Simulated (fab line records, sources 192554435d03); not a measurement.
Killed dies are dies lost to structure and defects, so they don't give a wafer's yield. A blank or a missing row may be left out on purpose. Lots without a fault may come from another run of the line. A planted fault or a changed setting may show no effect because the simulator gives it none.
fab line records | flow n5_finfet
record lots=11 wafers=30 last_day=17
route steps=1938 shown BEOL_M11@1556
lots that met no fault: from a run of the same line without faults
start_h: hours from the record's first day to the start of the lot's first wafer shown | wait_h: hours since the lot's step before | " the same as in the row above | L1.1+2: a row that stands for several wafers | - no value, or no start given | * or withheld: withheld | < > ~ a bound
route shown NAME@n: a module of which the file shows steps, and the number in the route of the first | usual: mean/standard deviation of fault-free wafers | same: alike in all rows | chamber/n: place in a boat | sites: the reading at each site | _std_site: their standard deviation | _edge_site: outer sites' mean less inner sites' | radius_mm: how far each site lies from the wafer's centre | mask NAME#n: copy n | behind: the tool/chamber that last shaped the wafer | hold: why the lot was held/for how many hours/how that ended | device: the transistor (n, p or np) that didn't switch | end of line: the same wafers' tests at the end of the route | a step without rows: its recipe alone | killed: dies lost to structure and defects at the first sort, not the wafer's yield | map: a wafer's dies, x killed, . not, _ none there
set.NAME: the setting as run; set.NAME@STEP: as run at that earlier step | model.NAME: the simulator's own value behind a step, which no gauge read
steps of the route over a sample of lots; a table a step, a row a wafer
services: from which hour (start_h, from the record's first day; less than 0 if before it) a tool's chamber was out of use, for how many hours, and why
## steps
# step N5_BEOL_M11_STRIP_67
# recipe chemistry=CF4 resist=SiARC power_w=300 bias_power_w=75 pressure_mtorr=50 cf4_flow_sccm=150 rf_frequency_hz=6e+07
# usual chamber_pressure_mTorr=50.00/0.048 drypump_motor_current_A=5.6/0.47 oes_product_au=0.80/0.087 rf_vpp_V=271.4/1.5 showerhead_plenum_p_Torr=1.80/0.059 throttle_valve_pct=13.54/0.23
# columns lot.wafer tool chamber start_h wait_h chamber_pressure_mTorr drypump_motor_current_A oes_product_au rf_hours_counter_h rf_vpp_V showerhead_plenum_p_Torr throttle_valve_pct
L960.1 rie_diel-03 2 244.39 0.0 50.03 4.8 0.90 25 272.4 1.83 13.41
L960.2 " 3 " " 49.99 5.3 0.69 214 271.3 1.78 13.66
L960.3 " 1 " " 49.94 5.4 0.79 123 272.1 1.80 13.46
L963.2 rie_diel-02 3 271.97 0.0 49.95 5.8 0.73 194 273.8 1.86 13.72
L963.5 " 0 " " 50.10 5.9 0.88 - 273.4 1.89 13.11
L963.6 " 3 " " 49.96 5.8 0.73 - 273.0 1.86 13.73
L964.1 rie_diel-03 2 280.99 0.0 49.95 4.9 0.89 36 273.2 1.83 13.44
L964.3 " 0 " " 49.97 5.5 0.77 132 270.1 1.80 13.53
L964.5 " 2 " " 50.00 4.8 0.88 - 270.6 1.83 13.43
L965.1 rie_diel-02 0 284.72 0.0 49.99 5.9 0.88 54 273.7 1.89 13.11
L965.3 " 2 " " 50.00 5.2 0.74 186 271.7 1.79 13.75
L965.6 " 1 " " 50.07 5.4 0.83 - 270.3 1.82 13.31
L966.3 rie_diel-03 0 292.27 0.0 49.99 5.5 0.78 136 269.6 1.80 13.55
L966.4 " 1 " " 50.00 5.4 0.77 143 269.7 1.79 13.49
L966.5 " 3 " " 49.95 5.3 0.68 - 270.6 1.77 13.72
L967.2 rie_diel-02 1 292.74 0.0 49.85 5.4 0.82 61 272.3 1.82 13.31
L967.5 " 2 " " 50.02 5.2 0.74 - 271.2 1.79 13.77
L967.6 " 0 " " 50.00 5.9 0.87 - 273.6 1.89 13.12
L972.1 rie_diel-05 2 327.43 0.0 50.08 6.4 0.92 11 273.9 1.91 13.44
L972.5 " 3 " " 50.04 5.5 0.70 - 270.0 1.70 13.81
L972.6 " 0 " " 49.98 6.4 0.92 - 272.4 1.76 13.52
L973.1 rie_diel-02 2 337.27 0.0 49.93 5.2 0.74 204 271.8 1.78 13.82
L973.2 " 0 " " 50.05 5.9 0.84 73 272.5 1.88 13.15
L973.3 " 3 " " 50.00 5.8 0.72 213 271.7 1.85 13.76
L974.1 rie_diel-02 1 342.21 0.0 49.97 5.4 0.82 72 271.6 1.81 13.32
L974.2 " 2 " " 50.09 5.2 0.73 204 272.4 1.78 13.80
L977.2 rie_diel-05 0 357.65 0.0 50.06 6.4 0.90 36 271.6 1.76 13.57
L977.6 " 2 " " 50.00 6.3 0.90 - 271.9 1.90 13.47
L976.1 rie_diel-05 2 365.78 0.0 49.99 6.4 0.90 22 272.0 1.90 13.47
L976.6 " 2 " " 50.01 6.4 0.90 - 273.5 1.90 13.49
# step N5_BEOL_M11_STRIP_36
# recipe chemistry=N2/H2 power_w=450 temp_c=40 pressure_mtorr=20 rf_frequency_hz=6e+07 overash_fraction=0.3 bias_power_w=7 h2_frac=0.5 n2_flow_sccm=200 h2_flow_sccm=200
# usual chamber_pressure_mTorr=20.00/0.042 drypump_motor_current_A=5.6/0.45 oes_product_au=0.80/0.094 rf_vpp_V=59.0/1.9 showerhead_plenum_p_Torr=2.55/0.081 throttle_valve_pct=23.54/0.28
# columns lot.wafer tool chamber start_h wait_h chamber_pressure_mTorr drypump_motor_current_A oes_product_au rf_hours_counter_h rf_vpp_V showerhead_plenum_p_Torr throttle_valve_pct
L960.1 rie_diel-05 2 247.35 0.0 19.98 6.4 0.67 238 59.6 2.40 24.02
L960.2 " 3 " " 20.01 5.5 0.72 185 55.4 2.43 23.76
L960.3 " 1 " " 19.97 5.1 0.70 229 56.3 2.61 23.57
L963.2 rie_diel-03 2 273.32 0.0 19.98 4.8 0.90 33 59.3 2.59 23.59
L963.5 " 3 " " 19.96 5.4 0.68 - 58.7 2.50 23.61
L963.6 " 2 " " 19.98 4.8 0.91 - 59.1 2.59 23.53
L964.1 rie_diel-02 3 283.09 0.0 20.05 5.8 0.71 198 59.0 2.62 23.38
L964.3 " 1 " " 20.04 5.4 0.84 57 60.6 2.57 23.48
L964.5 " 2 " " 20.05 5.1 0.75 - 60.7 2.53 23.93
L965.1 rie_diel-03 2 286.74 0.0 19.98 4.8 0.87 38 56.7 2.59 23.53
L965.3 " 1 " " 19.98 5.4 0.78 141 59.3 2.54 23.35
L965.6 " 2 " " 19.95 4.8 0.90 - 55.0 2.59 23.57
L967.2 rie_diel-03 0 294.53 0.0 19.90 5.5 0.76 137 61.8 2.55 23.72
L967.5 " 1 " " 19.94 5.4 0.75 - 55.5 2.53 23.35
L967.6 " 0 " " 19.94 5.6 0.77 - 58.7 2.55 23.71
L966.3 rie_diel-02 1 294.70 0.0 19.92 5.4 0.84 62 59.4 2.57 23.47
L966.4 " 0 " " 20.04 5.9 0.88 - 62.1 2.68 22.89
L966.5 " 1 " " 19.97 5.4 0.83 - 60.0 2.57 23.49
L972.1 rie_diel-02 1 329.95 0.0 20.06 5.4 0.83 69 60.0 2.57 23.47
L972.5 " 3 " " 19.91 5.7 0.71 - 58.2 2.61 23.39
L972.6 " 0 " " 20.05 5.9 0.85 - 61.2 2.67 22.88
L973.1 rie_diel-02 2 340.93 0.0 20.01 5.2 0.74 204 61.1 2.52 23.98
L973.2 " 3 " " 20.00 5.7 0.71 213 55.4 2.61 23.35
L973.3 " 1 " " 20.03 5.4 0.83 72 61.4 2.57 23.46
L974.1 rie_diel-02 3 343.69 0.0 19.99 5.7 0.71 214 60.4 2.61 23.41
L974.2 " 0 " " 20.00 5.9 0.85 74 58.4 2.67 22.89
L977.2 rie_diel-05 1 359.58 0.0 20.00 5.0 0.99 8 62.2 2.60 23.30
L977.6 " 0 " " 19.93 6.4 0.90 - 56.1 2.48 23.66
L976.1 rie_diel-05 0 368.31 0.0 19.96 6.5 0.90 40 56.1 2.48 23.68
L976.6 " 2 " " 20.04 6.4 0.93 - 56.7 2.70 23.67
# step N5_BEOL_M11_CURE_72
# recipe temp_c=370 time_s=120 ambient=DMADMS/He material=SiCOH_lowk
# usual lamp_power_pct=52.32/0.055 run_length_s=178.5/1.4 wafer_temp_C_max=371.6/0.46
# columns lot.wafer tool chamber start_h wait_h lamp_power_pct run_length_s wafer_temp_C_max
L960.1 uv_cure-02 2 247.77 0.0 52.35 181.5 372.3
L960.2 " 2 " " 52.31 181.5 372.3
L960.3 " 2 " " 52.34 181.3 372.8
L963.2 uv_cure-03 1 273.79 0.1 52.27 179.0 371.4
L963.5 " 1 " " 52.30 178.4 371.3
L963.6 " 1 " " 52.33 178.7 371.5
L964.1 uv_cure-03 2 283.50 0.0 52.29 177.7 371.4
L964.3 " 2 " " 52.34 178.1 371.3
L964.5 " 2 " " 52.29 177.8 370.8
L965.1 uv_cure-01 2 287.16 0.0 52.28 178.9 371.8
L965.3 " 2 " " 52.30 179.2 371.3
L965.6 " 2 " " 52.35 179.0 370.7
L967.2 uv_cure-01 0 294.99 0.1 52.30 177.6 371.2
L967.5 " 0 " " 52.27 177.4 371.6
L967.6 " 0 " " 52.22 177.3 371.6
L966.3 uv_cure-01 0 295.34 0.3 52.22 177.3 371.3
L966.4 " 0 " " 52.28 178.2 371.7
L966.5 " 0 " " 52.33 177.4 370.9
L972.1 uv_cure-03 2 331.44 1.1 52.29 178.2 371.9
L972.5 " 2 " " 52.35 178.0 371.6
L972.6 " 2 " " 52.32 178.6 372.3
L973.1 uv_cure-01 1 341.35 0.0 52.26 177.5 372.3
L973.2 " 1 " " 52.26 177.7 371.3
L973.3 " 1 " " 52.37 177.5 371.5
L974.1 uv_cure-03 1 344.15 0.0 52.24 179.0 371.7
L974.2 " 1 " " 51.07 152.6 371.3
L977.2 uv_cure-03 0 360.11 0.1 51.18 151.8 372.3
L977.6 " 0 " " 50.98 151.7 371.6
L976.1 uv_cure-03 0 368.73 0.0 52.37 177.4 371.9
L976.6 " 0 " " 50.99 152.2 371.4
# step N5_BEOL_M11_DEP_56
# recipe material=SiCN target_thk_a=300 temp_c=withheld precursor=3MS/NH3 pressure_torr=3 rf_w=675 time_s=10.5
# usual showerhead_plenum_p_Torr=4.169/0.013 throttle_valve_pct=17.7/0.87
# columns lot.wafer tool chamber start_h wait_h showerhead_plenum_p_Torr since_wet_clean_h throttle_valve_pct
L960.1 pecvd-03 0 249.99 0.0 4.152 954 16.1
L960.2 " 1 " " 4.154 1679 18.4
L960.3 " 2 " " 4.190 200 18.2
L963.2 pecvd-04 0 275.94 0.0 4.186 1161 17.2
L963.5 " 1 " " 4.163 - 18.8
L963.6 " 0 " " 4.186 - 16.9
L964.1 pecvd-04 1 285.66 0.0 4.164 1896 18.7
L964.3 " 0 " " 4.188 1171 17.4
L964.5 " 0 " " 4.179 - 17.3
L965.1 pecvd-01 0 289.30 0.0 4.196 1356 17.7
L965.3 " 1 " " 4.178 2081 18.0
L965.6 " 2 " " 4.181 - 17.7
L967.2 pecvd-04 1 297.35 0.0 4.174 1907 18.7
L967.5 " 2 " " 4.157 - 16.9
L967.6 " 1 " " 4.164 - 18.5
L966.3 pecvd-04 0 298.16 0.0 4.182 1183 17.5
L966.4 " 2 " " 4.151 - 17.2
L966.5 " 1 " " 4.189 - 18.9
L972.1 pecvd-03 2 334.69 0.0 4.176 285 18.7
L972.5 " 2 " " 4.180 - 18.3
L972.6 " 1 " " 4.158 - 18.3
L973.1 pecvd-03 1 343.83 0.0 4.158 1773 18.3
L973.2 " 0 " " 4.144 1048 16.3
L973.3 " 2 " " 4.183 294 18.3
L974.1 pecvd-01 2 346.10 0.0 4.186 658 17.8
L974.2 " 0 " " 4.182 1412 17.5
L977.2 pecvd-01 1 362.03 0.0 4.174 2153 18.0
L977.6 " 1 " " 4.185 - 18.0
L976.1 pecvd-03 1 371.28 0.0 4.172 1800 18.4
L976.6 " 0 " " 4.165 - 16.0
## services
# columns tool chamber start_h hours kind
pecvd-01 2 232.62 4.2 repair
rie_diel-05 0 241.21 - clean
rie_diel-05 0 241.21 - consumable_replace:focus_ring
rie_diel-05 0 241.21 16.2 scheduled_down
uv_cure-03 - 241.21 7.5 pm
rie_diel-02 - 243.38 28.1 pm
rie_diel-05 - 253.86 0.2 repair
uv_cure-01 - 271.31 6.6 repair
pecvd-03 - 286.97 14.6 pm
uv_cure-01 - 287.85 6.0 pm
rie_diel-02 3 290.29 7.6 repair
rie_diel-02 1 297.44 11.5 repair
uv_cure-02 - 301.07 24.9 pm
rie_diel-03 0 312.23 12.7 repair
pecvd-04 - 335.87 1.0 repair
uv_cure-02 - 342.38 0.3 repair
rie_diel-03 3 348.85 - clean
rie_diel-03 3 348.85 - consumable_replace:focus_ring
rie_diel-03 3 348.85 13.8 scheduled_down
rie_diel-03 3 348.85 13.8 vent_cycle
uv_cure-03 - 357.34 1.4 repair
pecvd-04 - 360.30 2.8 pm
rie_diel-05 1 367.43 4.6 repair
pecvd-01 - 369.92 28.1 pm
## key
first_sign step=N5_BEOL_M11_CURE_72 reading=lamp_power_pct direction=down sigmas=23 usual=* struck=*
effect step=N5_BEOL_M11_CURE_72 reading=run_length_s direction=down sigmas=19 usual=* struck=*
met_at N5_BEOL_M11_CURE_72
struck_lots L974,L976,L977
struck_wafers L974.2,L976.6,L977.2,L977.6
not_acting_at N5_BEOL_M11_STRIP_67,N5_BEOL_M11_STRIP_36,N5_BEOL_M11_DEP_56
onset_between 331.44 344.15
fault kind=process_parameter_drift tool=uv_cure-03 chamber=- onset_h=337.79 steps=N5_BEOL_M11_CURE_72 channel=time_s offset=* shape=step end_h=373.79 scope=struck_wafers_only acts_in=* stated=*
